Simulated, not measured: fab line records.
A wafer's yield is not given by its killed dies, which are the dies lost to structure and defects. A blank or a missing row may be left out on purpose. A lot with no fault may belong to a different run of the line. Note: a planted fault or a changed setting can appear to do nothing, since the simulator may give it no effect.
fab line records	flow nandHarc
record: lots: 12	wafers: 36	lastDay: 24
route steps=1159 shown A_CHANNEL_HOLE_D1@469 A_CHANNEL_FILL_D1@495
lots that met no fault: taken from a fault-free run of the same line
startH: start of the lot's first displayed wafer, in hours after the record's first day	waitH: hours from the lot's prior step to this one	" the same as in the row above	L1.1+2: one row covering several wafers at once	- no value, or no start given	* or withheld: withheld	< > ~ a bound
route shown NAME@n: names a module that has steps shown in the file, with the first one's number in the route	usual: mean/standard deviation taken from wafers without a fault	same: alike in all rows	chamber/n: place in a boat	sites: per-site readings	_std_site: standard deviation across them	_edge_site: the outer-site mean with the inner-site mean subtracted	radiusMm: for every site, how far away it sits from the centre of the wafer	mask NAME#n: copy n	behind: the most recent tool/chamber to have shaped the wafer	hold: the reason the lot was held/the length of the hold in hours/how it ended	device: the transistor (n, p or np) that didn't switch	end of line: the route-end tests of the same wafers	a step without rows: its recipe alone	killed: dies that structure and defects cost at the first sort, which is not the same as the wafer's yield	map: shows each die of a wafer: x if killed, . if not, _ if none is there
set.NAME: setting as actually run; set.NAME@STEP: the setting as run at that earlier step	model.NAME: the simulator's own value behind a step, which no gauge read
a sample of lots followed through the steps of the route, with each step as a table and each wafer as a row
services: from which hour (startH, from the record's first day; less than 0 if before it) a tool's chamber was out of use, for how many hours, and why
== steps ==
step: NHARC_A_CHANNEL_HOLE_D1_ETCH_16
recipe: targetDepthA: 31000	overEtchFrac: 0.3	timeS: 806	ionEnergyEv: 150	o2FlowSccm: 400	cosFlowSccm: 20	arFlowSccm: 0	rfW: 500	biasW: 300	chemistry: O2/COS
usual: drypumpMotorCurrentA: 5.8/0.32	oesProductAu: 1.006/0.012	rfVppV: 314.8/2.2	showerheadPlenumPTorr: 3.17/0.14	throttleValvePct: 28.330/0.0099
lot.wafer	tool	chamber	startH	waitH	drypumpMotorCurrentA	oesProductAu	rfHoursCounterH	rfVppV	showerheadPlenumPTorr	throttleValvePct
L258.1	rieDiel-13	2	-	-	5.6	1.030	1	314.9	3.22	28.323
L258.3	"	1	"	"	5.4	1.017	4	315.1	3.24	28.341
L258.5	"	3	"	"	5.8	0.990	-	310.4	2.92	28.324
L259.3	rieDiel-13	3	-	-	5.8	1.006	5	311.8	2.92	28.323
L259.2	"	0	"	"	6.3	0.987	5	318.3	3.32	28.330
L259.1	"	1	"	"	5.4	1.020	5	315.6	3.24	28.329
L262.1	rieDiel-08	3	-	-	6.5	0.987	6	315.8	3.27	28.343
L262.6	"	3	"	"	6.5	0.994	-	315.8	3.27	28.335
L262.4	"	1	"	"	6.1	1.010	-	312.8	3.02	28.327
L260.2	rieDiel-08	2	-	-	5.5	1.001	6	316.5	3.26	28.310
L260.3	"	3	"	"	6.4	0.985	6	316.5	3.27	28.328
L260.6	"	3	"	"	6.4	0.987	-	316.7	3.27	28.334
L263.3	rieDiel-13	1	-	-	5.3	1.033	7	316.7	3.24	28.330
L263.4	"	2	"	"	5.5	1.018	5	314.1	3.22	28.356
L263.6	"	1	"	"	5.4	1.022	-	316.1	3.24	28.339
L266.2	rieDiel-13	0	-	-	6.2	1.000	8	317.2	3.32	28.334
L266.6	"	2	"	"	5.5	1.013	-	316.1	3.22	28.310
L266.5	"	3	"	"	5.8	1.004	-	311.3	2.92	28.328
L276.4	rieDiel-08	1	-	-	6.1	1.005	12	312.8	3.01	28.345
L276.6	"	1	"	"	6.2	0.999	-	312.3	3.01	28.336
L276.5	"	2	"	"	5.5	0.991	-	315.7	3.25	28.346
L274.4	rieDiel-11	0	-	-	5.6	1.008	5	312.6	3.02	28.338
L274.6	"	1	"	"	6.0	1.024	-	314.9	3.20	28.317
L274.5	"	2	"	"	5.8	1.002	-	316.7	3.17	28.335
L275.4	rieDiel-08	2	-	-	5.5	0.978	13	317.2	3.25	28.338
L275.2	"	1	"	"	6.2	0.993	13	314.2	3.01	28.319
L275.5	"	3	"	"	6.5	1.001	-	317.2	3.27	28.327
L278.1	rieDiel-08	0	-	-	5.7	1.008	6	315.6	3.30	28.337
L278.2	"	1	"	"	6.2	1.004	14	312.9	3.01	28.330
L278.3	"	2	"	"	5.5	0.993	15	315.4	3.25	28.331
L281.1	rieDiel-11	1	-	-	6.0	1.015	7	316.0	3.20	28.330
L281.4	"	3	"	"	5.8	1.007	7	316.2	3.22	28.320
L281.5	"	1	"	"	6.0	1.012	-	313.7	3.20	28.313
L280.4	rieDiel-13	3	-	-	5.8	1.003	2	311.4	2.91	28.332
L280.1	"	1	"	"	5.4	0.994	1	316.6	3.24	28.340
L280.6	"	3	"	"	5.8	1.014	-	311.0	2.91	28.335
step: NHARC_A_CHANNEL_HOLE_D1_STRIP_27
recipe: o2FlowSccm: 500	arFlowSccm: 0	biasW: 0	chemistry: O2
usual: drypumpMotorCurrentA: 5.82/0.3	oesProductAu: 1.008/0.012	rfVppV: 58.0/0.98	showerheadPlenumPTorr: 3.58/0.15	throttleValvePct: 17.037/0.0096
lot.wafer	tool	chamber	startH	waitH	drypumpMotorCurrentA	oesProductAu	rfHoursCounterH	rfVppV	showerheadPlenumPTorr	throttleValvePct
L258.3	rieDiel-11	1	-	-	5.98	0.984	14	57.2	3.62	17.045
L258.1	"	2	"	"	5.84	1.003	14	58.3	3.59	17.056
L258.5	"	1	"	"	5.94	0.980	-	58.5	3.62	17.034
L259.3	rieDiel-13	3	-	-	5.80	1.014	6	58.3	3.30	17.033
L259.1	"	0	"	"	6.25	0.999	6	59.1	3.75	17.041
L259.2	"	1	"	"	5.39	1.032	5	59.9	3.66	17.023
L262.1	rieDiel-13	2	-	-	5.56	1.017	4	58.5	3.63	17.038
L262.4	"	3	"	"	5.85	1.007	7	57.8	3.30	17.031
L262.6	"	2	"	"	5.51	1.024	-	57.6	3.63	17.048
L260.3	rieDiel-08	3	-	-	6.44	0.982	7	57.3	3.69	17.021
L260.2	"	2	"	"	5.51	0.996	7	58.7	3.68	17.035
L260.6	"	3	"	"	6.47	0.979	-	58.1	3.69	17.044
L263.4	rieDiel-13	1	-	-	5.40	1.028	8	58.0	3.66	17.028
L263.3	"	2	"	"	5.57	1.005	6	56.6	3.63	17.033
L263.6	"	1	"	"	5.43	1.026	-	58.9	3.66	17.030
L266.2	rieDiel-13	2	-	-	5.57	1.020	7	57.3	3.63	17.053
L266.5	"	0	"	"	6.27	0.995	-	57.7	3.75	17.027
L266.6	"	1	"	"	5.36	1.026	-	59.1	3.66	17.038
L276.4	rieDiel-13	0	-	-	6.26	1.004	0	58.3	3.75	17.044
L276.6	"	3	"	"	5.82	1.004	-	57.3	3.30	17.043
L276.5	"	0	"	"	6.26	1.008	-	57.8	3.75	17.053
L274.4	rieDiel-08	3	-	-	6.42	1.019	13	57.4	3.69	17.027
L274.5	"	2	"	"	5.49	0.987	-	56.1	3.67	17.049
L274.6	"	3	"	"	6.41	1.009	-	58.6	3.69	17.044
L275.2	rieDiel-11	0	-	-	5.56	1.003	6	58.9	3.42	17.035
L275.4	"	1	"	"	5.96	1.013	6	57.4	3.61	17.046
L275.5	"	3	"	"	5.77	1.009	-	58.3	3.64	17.039
L278.3	rieDiel-13	2	-	-	5.55	1.011	1	59.8	3.63	17.051
L278.1	"	0	"	"	6.27	0.989	1	57.4	3.75	17.034
L278.2	"	1	"	"	5.37	1.004	0	58.7	3.66	17.039
L281.4	rieDiel-13	0	-	-	6.24	1.002	2	58.2	3.74	17.047
L281.1	"	1	"	"	5.41	0.998	2	58.2	3.66	17.036
L281.5	"	3	"	"	5.88	1.011	-	55.9	3.29	17.042
L280.1	rieDiel-13	1	-	-	5.36	1.008	2	58.8	3.66	17.032
L280.4	"	3	"	"	5.83	1.009	3	57.6	3.29	17.033
L280.6	"	1	"	"	5.36	0.997	-	60.4	3.66	17.023
step: NHARC_A_CHANNEL_FILL_D1_ALD_15
recipe: targetThkA: 20	pulseTimeS: 60	aldCycles: 19	tempC: 630	pressureTorr: 2	material: SiNx
usual: aldCycles: 19/0	precursorPulseHeightRel: 1.000/0.02
lot.wafer	tool	chamber	startH	waitH	aldCycles	precursorPulseHeightRel
L258.1	aldSinBatch-01	0	176.60	-	19	0.984
L258.3	"	0	"	"	19	1.014
L258.5	"	0	"	"	19	0.977
L259.1	aldSinBatch-02	0	202.96	-	19	0.981
L259.2	"	0	"	"	19	0.994
L259.3	"	0	"	"	19	1.019
L260.2	aldSinBatch-01	0	214.68	-	19	0.993
L260.3	"	0	"	"	19	1.028
L260.6	"	0	"	"	19	1.000
L262.1	aldSinBatch-01	0	214.68	-	19	0.971
L262.4	"	0	"	"	19	0.994
L262.6	"	0	"	"	19	0.988
L263.3	aldSinBatch-01	0	223.73	-	28	1.003
L263.4	"	0	"	"	28	1.005
L263.6	"	0	"	"	28	0.968
L266.2	aldSinBatch-01	0	232.63	-	28	1.036
L266.5	"	0	"	"	28	0.981
L266.6	"	0	"	"	28	1.014
L274.4	aldSinBatch-02	0	298.37	-	19	1.038
L274.5	"	0	"	"	19	0.994
L274.6	"	0	"	"	19	0.987
L276.4	aldSinBatch-02	0	298.37	-	19	1.010
L276.5	"	0	"	"	19	1.004
L276.6	"	0	"	"	19	0.989
L275.2	aldSinBatch-02	0	304.55	-	19	1.017
L275.4	"	0	"	"	19	1.004
L275.5	"	0	"	"	19	1.025
L278.1	aldSinBatch-03	0	310.57	-	19	0.959
L278.2	"	0	"	"	19	0.998
L278.3	"	0	"	"	19	0.954
L280.1	aldSinBatch-01	0	333.45	-	19	0.978
L280.4	"	0	"	"	19	1.036
L280.6	"	0	"	"	19	0.976
L281.1	aldSinBatch-01	0	333.45	-	19	0.988
L281.4	"	0	"	"	19	1.006
L281.5	"	0	"	"	19	1.004
step: NHARC_A_CHANNEL_FILL_D1_ETCHBACK_08
recipe: targetDepthA: 2200	timeS: 110	c4f8FlowSccm: 20	arFlowSccm: withheld	rfW: 600	biasW: 300	chemistry: C4F8
usual: oesProductAu: 0.96/0.039	rfVppV: 440.4/2.5
lot.wafer	tool	chamber	startH	waitH	oesProductAu	rfHoursCounterH	rfVppV
L258.3	rieDiel-10	1	-	-	1.04	6	440.5
L258.1	"	0	"	"	0.99	7	442.2
L258.5	"	1	"	"	1.03	-	438.1
L259.2	rieDiel-05	1	-	-	0.91	2	443.0
L259.1	"	2	"	"	0.93	2	438.3
L259.3	"	0	"	"	0.93	1	439.2
L262.4	rieDiel-01	3	-	-	0.93	4	437.7
L262.1	"	1	"	"	0.92	4	442.6
L262.6	"	3	"	"	0.94	-	436.5
L260.2	rieDiel-10	2	-	-	1.01	13	435.8
L260.3	"	3	"	"	0.98	14	438.6
L260.6	"	1	"	"	1.03	-	439.9
L263.3	rieDiel-05	3	-	-	0.96	2	441.7
L263.4	"	0	"	"	0.96	2	439.6
L263.6	"	3	"	"	0.97	-	441.3
L266.2	rieDiel-01	2	-	-	0.99	4	443.7
L266.5	"	0	"	"	1.01	-	439.6
L266.6	"	1	"	"	1.00	-	442.6
L274.4	rieDiel-05	2	-	-	0.93	4	437.5
L274.6	"	3	"	"	0.92	-	442.1
L274.5	"	0	"	"	0.92	-	440.8
L276.4	rieDiel-01	1	-	-	1.01	0	442.7
L276.6	"	0	"	"	1.01	-	439.0
L276.5	"	1	"	"	1.01	-	442.8
L275.2	rieDiel-05	2	-	-	0.93	4	440.0
L275.4	"	0	"	"	0.93	4	440.4
L275.5	"	2	"	"	0.94	-	438.8
L278.2	rieDiel-01	3	-	-	0.93	1	436.7
L278.3	"	0	"	"	0.93	1	440.3
L278.1	"	1	"	"	0.93	1	442.0
L281.4	rieDiel-01	3	-	-	1.00	2	436.7
L281.1	"	2	"	"	1.00	2	445.3
L281.5	"	3	"	"	1.01	-	437.7
L280.1	rieDiel-05	2	-	-	0.99	1	438.8
L280.4	"	3	"	"	0.99	1	441.7
L280.6	"	2	"	"	0.99	-	438.1
== services ==
tool	chamber	startH	hours	kind
rieDiel-01	-	137.80	9.0	pm
rieDiel-08	1	141.25	6.0	repair
rieDiel-13	0	157.00	-	clean
rieDiel-13	1	157.00	-	clean
rieDiel-13	2	157.00	-	clean
rieDiel-13	3	157.00	-	clean
rieDiel-05	-	163.60	9.0	pm
rieDiel-10	-	176.51	9.0	pm
rieDiel-11	2	186.98	3.6	repair
rieDiel-01	-	188.09	1.9	repair
rieDiel-11	-	189.56	9.0	pm
aldSinBatch-01	-	199.12	11.8	repair
rieDiel-11	3	208.10	6.4	repair
rieDiel-13	1	223.23	23.2	repair
rieDiel-01	1	271.79	3.1	repair
rieDiel-13	-	276.00	9.0	pm
rieDiel-10	3	284.07	2.3	repair
rieDiel-05	1	290.79	1.9	repair
rieDiel-08	3	298.10	2.3	repair
rieDiel-08	-	301.88	9.0	pm
aldSinBatch-03	-	314.00	26.0	pm
rieDiel-01	-	314.80	9.0	pm
rieDiel-05	-	340.60	9.0	pm
rieDiel-10	-	353.64	9.0	pm
== key ==
firstSign: step: NHARC_A_CHANNEL_FILL_D1_ALD_15	reading: aldCycles	direction: up	sigmas: 99+	usual: 19	struck: 28
effect none on later readings
metAt NHARC_A_CHANNEL_FILL_D1_ALD_15
struckLots L263,L266
testerLeftOut L263,L266
notActingAt NHARC_A_CHANNEL_HOLE_D1_ETCH_16,NHARC_A_CHANNEL_HOLE_D1_STRIP_27,NHARC_A_CHANNEL_FILL_D1_ETCHBACK_08
onsetBetween 214.68 223.73
fault: kind: processParameterDrift	tool: aldSinBatch-01	chamber: -	onsetH: 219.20	steps: NHARC_A_CHANNEL_FILL_D1_ALD_15	channel: aldCycles	offset: 9	shape: step	endH: 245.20	actsIn: theseRecipesOnly	stated: 19
testerLeftOut: of these lots the tester's yield and bins aren't shown, on N5 and GAA mostly nor the transistor test; their killed dies are dies lost to structure and defects alone, not to doping, threshold or leakage, so they don't give the yield
